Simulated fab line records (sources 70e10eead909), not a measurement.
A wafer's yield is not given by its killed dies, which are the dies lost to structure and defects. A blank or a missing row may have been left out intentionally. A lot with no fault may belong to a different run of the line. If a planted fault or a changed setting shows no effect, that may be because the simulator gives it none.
Chamber matching || flow nand-harc || NHARC_A_STAIRCASE_DESCUM_252 on rie-diel-06 has 4 sister chambers
The step chemistry O2, time 3 s. 4 wafers are shown with their chamber, then 10 later ones without.

WAFERS WITH THEIR CHAMBER
{"wafer": "L084.1", "chamber": 2, "showerhead-plenum-p-Torr (Torr)": 1.96}
{"wafer": "L084.6", "chamber": 1, "showerhead-plenum-p-Torr (Torr)": 2.06}
{"wafer": "L083.2", "chamber": 3, "showerhead-plenum-p-Torr (Torr)": 1.86}
{"wafer": "L083.3", "chamber": 0, "showerhead-plenum-p-Torr (Torr)": 1.81}

WAFERS MISSING THEIR CHAMBER
{"wafer": "L083.4", "showerhead-plenum-p-Torr (Torr)": 1.96}
{"wafer": "L090.2", "showerhead-plenum-p-Torr (Torr)": 1.96}
{"wafer": "L090.3", "showerhead-plenum-p-Torr (Torr)": 2.06}
{"wafer": "L090.6", "showerhead-plenum-p-Torr (Torr)": 1.80}
{"wafer": "L093.2", "showerhead-plenum-p-Torr (Torr)": 2.05}
{"wafer": "L093.4", "showerhead-plenum-p-Torr (Torr)": 1.85}
{"wafer": "L093.6", "showerhead-plenum-p-Torr (Torr)": 1.85}
{"wafer": "L094.1", "showerhead-plenum-p-Torr (Torr)": 1.85}
{"wafer": "L094.5", "showerhead-plenum-p-Torr (Torr)": 1.80}
{"wafer": "L094.6", "showerhead-plenum-p-Torr (Torr)": 1.85}

CHAMBER TAKEN BY EACH
{"wafer": "L083.4", "from the rows above": 2, "in truth": 2}
{"wafer": "L090.2", "from the rows above": 2, "in truth": 2}
{"wafer": "L090.3", "from the rows above": 1, "in truth": 1}
{"wafer": "L090.6", "from the rows above": 0, "in truth": 0}
{"wafer": "L093.2", "from the rows above": 1, "in truth": 1}
{"wafer": "L093.4", "from the rows above": 3, "in truth": 3}
{"wafer": "L093.6", "from the rows above": 3, "in truth": 3}
{"wafer": "L094.1", "from the rows above": 3, "in truth": 3}
{"wafer": "L094.5", "from the rows above": 0, "in truth": 0}
{"wafer": "L094.6", "from the rows above": 3, "in truth": 3}
Correctly placed: 10 of 10. Left unplaced by these rows: 0. Wrongly placed: 0.
How it was worked out, from the rows above alone: a wafer's distance from a chamber is the root of the sum, over the readings, of the square of ((its reading less the chamber's mean) divided by the reading's scatter). The wafer belongs to the nearest chamber; if the next one is less than 2 further off, it can't be placed. For every chamber, the mean is computed from those of its wafers that are shown. The scatter (one wafer shown for each chamber): square how far every hidden wafer sits from the nearest shown wafer, average those squares and take the square root.
